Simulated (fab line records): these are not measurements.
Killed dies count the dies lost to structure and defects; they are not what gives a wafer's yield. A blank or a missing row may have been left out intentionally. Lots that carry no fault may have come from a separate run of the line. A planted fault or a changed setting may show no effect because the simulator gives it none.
Chamber matching || flow n5_finfet || cmp-01 running N5_MOL_CONTACT_COAG_CMP_28: 4 sister chambers
The step polishes, stops on SiNx, t overpolish 0.85 s, target thk 14.522 nm. 8 wafers are shown with their chamber, then 9 later ones without.

## WAFERS PAIRED WITH THEIR CHAMBERS
{"wafer": "L079.5", "chamber": 3, "motor_current_A (A)": 11.5, "time_to_endpoint_s (s)": 4.4}
{"wafer": "L083.3", "chamber": 3, "motor_current_A (A)": 11.3, "time_to_endpoint_s (s)": 6.1}
{"wafer": "L086.2", "chamber": 2, "motor_current_A (A)": 12.4, "time_to_endpoint_s (s)": 0.2}
{"wafer": "L086.3", "chamber": 1, "motor_current_A (A)": 10.5, "time_to_endpoint_s (s)": 5.0}
{"wafer": "L086.4", "chamber": 0, "motor_current_A (A)": 13.7, "time_to_endpoint_s (s)": 8.3}
{"wafer": "L088.2", "chamber": 2, "motor_current_A (A)": 11.9, "time_to_endpoint_s (s)": 0.8}
{"wafer": "L088.5", "chamber": 0, "motor_current_A (A)": 13.8, "time_to_endpoint_s (s)": 7.3}
{"wafer": "L088.6", "chamber": 1, "motor_current_A (A)": 11.0, "time_to_endpoint_s (s)": 2.8}

## WAFERS WHOSE CHAMBER IS MISSING
{"wafer": "L089.1", "motor_current_A (A)": 11.1, "time_to_endpoint_s (s)": 1.8}
{"wafer": "L089.2", "motor_current_A (A)": 11.6, "time_to_endpoint_s (s)": 1.8}
{"wafer": "L089.4", "motor_current_A (A)": 13.5, "time_to_endpoint_s (s)": 4.2}
{"wafer": "L093.2", "motor_current_A (A)": 14.0, "time_to_endpoint_s (s)": 4.0}
{"wafer": "L093.3", "motor_current_A (A)": 10.8, "time_to_endpoint_s (s)": 3.5}
{"wafer": "L093.6", "motor_current_A (A)": 11.6, "time_to_endpoint_s (s)": 3.1}
{"wafer": "L096.1", "motor_current_A (A)": 13.9, "time_to_endpoint_s (s)": 5.5}
{"wafer": "L096.2", "motor_current_A (A)": 11.4, "time_to_endpoint_s (s)": 0.6}
{"wafer": "L096.5", "motor_current_A (A)": 13.8, "time_to_endpoint_s (s)": 4.6}

## EACH ONE'S CHAMBER
{"wafer": "L089.1", "from the rows above": "can't be placed: 1 or 3 or 2", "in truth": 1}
{"wafer": "L089.2", "from the rows above": "can't be placed: 2 or 3 or 1", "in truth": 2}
{"wafer": "L089.4", "from the rows above": 0, "in truth": 0}
{"wafer": "L093.2", "from the rows above": 0, "in truth": 0}
{"wafer": "L093.3", "from the rows above": 1, "in truth": 1}
{"wafer": "L093.6", "from the rows above": "can't be placed: 3 or 2 or 1", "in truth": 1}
{"wafer": "L096.1", "from the rows above": 0, "in truth": 0}
{"wafer": "L096.2", "from the rows above": "can't be placed: 2 or 1 or 3", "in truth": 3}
{"wafer": "L096.5", "from the rows above": 0, "in truth": 0}
Correctly placed: 5 of 9. Can't be placed from these rows: 4 (the true chamber is among the candidates in 4). 0 placed wrongly.
How it was worked out, from the rows above alone: a wafer's distance from a chamber is the root of the sum, over the readings, of the square of ((its reading less the chamber's mean) divided by the reading's scatter). If the next closest chamber is less than 2 further off than the closest, the wafer can't be placed; otherwise it belongs to the closest. The mean given for a chamber averages the wafers shown for that chamber. How the scatter is found: for the shown wafers, subtract from each reading the mean of its chamber, square and add these, divide the total by (wafers less chambers), then take the root.
